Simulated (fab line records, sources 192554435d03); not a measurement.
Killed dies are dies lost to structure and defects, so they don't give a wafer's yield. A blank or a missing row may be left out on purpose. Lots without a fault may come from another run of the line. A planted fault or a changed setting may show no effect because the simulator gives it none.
One fault seen from 2 desks | flow n5_finfet | each desk has only its own numbers; what lay behind them comes last

THE METROLOGY DESK
What the gauges read, lot by lot, whatever tool the lot ran on: means of the sampled wafers that have a number. A lot is out of limits, marked OUT, if its mean lies more than 4 standard deviations from the usual mean; the brackets give that distance.
Columns: A = cd_nm at N5_BEOL_M8_CD_MEAS_28, usual 39.99 nm
lot  | first seen here | A
L495 | day 9 12:24     | 40.45
L497 | day 9 21:01     | 39.86
L499 | day 10 19:34    | 39.69
L501 | day 11 04:53    | 40.13
L502 | day 11 14:54    | 39.95
L500 | day 11 20:38    | 40.04
L510 | day 13 11:14    | 40.25
L511 | day 14 03:44    | 39.95
L513 | day 14 04:17    | 40.08
L514 | day 14 09:34    | 39.93
L517 | day 15 21:52    | 39.75
This desk's finding: nothing out of limits on any of the 11 lots.

THE TOOL OWNER'S DESK: rie_diel-02
The tool's own readings at N5_BEOL_M8_ETCH_72 (etches underlayer in N2/H2, target depth 6.5 nm, time 5.2 s): means of the sampled wafers that have a number, for each lot that ran on this tool. A lot is out of limits, marked OUT, if its mean lies more than 4 standard deviations from the usual mean; the brackets give that distance.
Columns: A = drypump_motor_current_A at N5_BEOL_M8_ETCH_72, usual 5.6 A; B = etch_rf_on_time_s at N5_BEOL_M8_ETCH_72, usual 5.17 s; C = oes_product_au at N5_BEOL_M8_ETCH_72, usual 0.71 a.u.; D = rf_vpp_V at N5_BEOL_M8_ETCH_72, usual 522.9 V; E = showerhead_plenum_p_Torr at N5_BEOL_M8_ETCH_72, usual 2.51 Torr; F = throttle_valve_pct at N5_BEOL_M8_ETCH_72, usual 17.8 %
lot  | first seen here | A   | B              | C    | D     | E    | F
L495 | day 9 12:55     | 5.6 | 5.17           | 0.76 | 523.6 | 2.55 | 17.5
L497 | day 9 21:10     | 5.2 | 5.18           | 0.69 | 523.8 | 2.52 | 17.8
L499 | day 10 19:56    | 5.6 | 5.08           | 0.72 | 524.2 | 2.52 | 17.6
L501 | day 11 05:02    | 5.2 | 6.95 (+19) OUT | 0.61 | 526.1 | 2.58 | 17.7
L500 | day 11 20:47    | 6.0 | 6.16 (+11) OUT | 0.69 | 522.5 | 2.49 | 17.4
This desk's finding: out of limits on L500, L501; first on L501, day 11 05:02 (etch_rf_on_time_s at N5_BEOL_M8_ETCH_72). In limits: L495, L497, L499.

PUT TOGETHER
The tool owner's desk could have raised an alarm at day 11 05:02, on L500, L501.
The metrology desk saw nothing out of limits.
The metrology desk has L500, L501 on record, within its limits.
Of the lots named, all ran N5_BEOL_M8_ETCH_72 on rie_diel-02.

WHAT THE SIMULATOR HAD PUT IN
Process parameter drift: rie_diel-02, from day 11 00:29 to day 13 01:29, at N5_BEOL_M8_ETCH_72. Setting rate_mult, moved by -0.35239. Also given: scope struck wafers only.
Lots struck among those shown: L500, L501.
Hours from the fault's start to each desk's first reading out of limits: the tool owner's desk, 5.
